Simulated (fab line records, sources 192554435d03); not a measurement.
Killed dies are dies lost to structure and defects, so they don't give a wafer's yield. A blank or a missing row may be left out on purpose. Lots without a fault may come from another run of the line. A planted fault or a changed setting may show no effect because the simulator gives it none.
Which tool did it? | flow n5_finfet | 11 lots, 33 wafers sampled, at 5 steps of a route of 1938

WHAT THE GAUGES READ, wafer by wafer
N5_BEOL_M5_CD_MEAS_35: target cd 28 nm, target cd y 24 nm.
lot  | measured     | on        | cd_nm (nm)
L075 | day 8 13:43  | cd_sem-02 | 28.4 27.9 28.4
L078 | day 9 05:22  | cd_sem-01 | 28.1 28.5 28.4
L081 | day 10 03:43 | cd_sem-02 | 28.1 28.1 28.5
L082 | day 10 09:21 | cd_sem-03 | 28.3 27.9 27.7
L084 | day 11 03:01 | cd_sem-02 | 28.5 28.1 28.5
L086 | day 11 09:08 | cd_sem-01 | 28.5 28.5 28.3
L088 | day 11 16:35 | cd_sem-02 | 27.9 28.3 28.7
L090 | day 12 12:30 | cd_sem-03 | 27.9 28.7 28.8
L093 | day 12 18:07 | cd_sem-02 | 28.7 28.5 28.2
L094 | day 14 00:08 | cd_sem-01 | 27.6 27.9 27.5
L096 | day 14 06:02 | cd_sem-03 | 28.0 28.2 27.8

WHICH TOOL RAN EACH LOT (tool, then ch and the chambers of the sampled wafers, then the start)
lot  | N5_BEOL_M5_ETCH_61                 | N5_BEOL_M5_HM_OPEN_17             | N5_BEOL_M5_STRIP_36                | N5_BEOL_M5_ETCH_41
L075 | rie_diel-06 ch 2,3, day 8 11:34    | rie_metal-03 ch 0,1, day 8 11:46  | rie_diel-02 ch 1,2, day 8 13:22    | rie_diel-02 ch 1,2, day 8 13:43 or earlier
L078 | rie_diel-02 ch 0,2,3, day 9 01:41  | rie_metal-03 ch 0,1, day 9 01:53  | rie_diel-06 ch 1,3, day 9 05:01    | rie_diel-06 ch 1,3, day 9 05:22 or earlier
L081 | rie_diel-06 ch 0,2,3, day 10 00:30 | rie_metal-02 ch 0, day 10 00:42   | rie_diel-02 ch 0,1,3, day 10 03:22 | rie_diel-02 ch 0,1,3, day 10 03:43 or earlier
L082 | rie_diel-06 ch 0,2,3, day 10 06:01 | rie_metal-01 ch 0,1, day 10 06:12 | rie_diel-06 ch 0,2,3, day 10 09:00 | rie_diel-06 ch 0,2,3, day 10 09:21 or earlier
L084 | rie_diel-01 ch 1,3, day 11 00:29   | rie_metal-01 ch 1, day 11 00:41   | rie_diel-06 ch 0,2,3, day 11 02:40 | rie_diel-06 ch 0,2,3, day 11 03:01 or earlier
L086 | rie_diel-06 ch 1,2,3, day 11 07:18 | rie_metal-01 ch 0,1, day 11 07:30 | rie_diel-06 ch 1,2, day 11 08:47   | rie_diel-06 ch 1,2, day 11 09:08 or earlier
L088 | rie_diel-01 ch 1,3, day 11 15:11   | rie_metal-01 ch 0,1, day 11 15:25 | rie_diel-02 ch 1,2, day 11 16:14   | rie_diel-02 ch 1,2, day 11 16:35 or earlier
L090 | rie_diel-01 ch 0,1, day 12 09:57   | rie_metal-01 ch 1, day 12 10:09   | rie_diel-06 ch 1,2,3, day 12 12:10 | rie_diel-06 ch 1,2,3, day 12 12:30 or earlier
L093 | rie_diel-06 ch 1,2,3, day 12 14:09 | rie_metal-02 ch 0,1, day 12 14:20 | rie_diel-06 ch 0,1,3, day 12 17:46 | rie_diel-06 ch 0,1,3, day 12 18:07 or earlier
L094 | rie_diel-02 ch 0,3, day 13 21:22   | rie_metal-03 ch 0,1, day 13 21:34 | rie_diel-01 ch 0,3, day 13 23:47   | rie_diel-01 ch 0,3, day 14 00:08 or earlier
L096 | rie_diel-06 ch 0,2,3, day 14 03:47 | rie_metal-03 ch 0,1, day 14 03:58 | rie_diel-06 ch 0,1,2, day 14 05:41 | rie_diel-06 ch 0,1,2, day 14 06:02 or earlier
- N5_BEOL_M5_ETCH_61: etches SiARC in CF4, target depth 15.6 nm, time 26 s.
- N5_BEOL_M5_HM_OPEN_17: chemistry Cl2/BCl3, target TiN, target depth 20 nm, overetch 6 nm.
- N5_BEOL_M5_STRIP_36: strips in N2/H2.
- N5_BEOL_M5_ETCH_41: etches SiCN in CH3F/O2, target depth 31.5 nm, time 56.7 s.

THE ANSWER, worked out from the rows above alone
Rule: what is usual is taken from the lots themselves. Put in order of their means at a reading, lots are off if they are a third of the lots or fewer, leave a main group of 4 or more, and stand apart from it by a gap of 3 or more times the standard deviation of the main group's means; of several such gaps the widest counts. A main group whose means are all the same, to the digits that the tables above print for the reading, isn't used. A lot without any number at a reading at which 4 lots or more have one is off too. The other lots that the step has rows for count as sound.
No lot is off at any reading shown: from this, nothing can be told.

WHAT THE SIMULATOR HAD PUT IN
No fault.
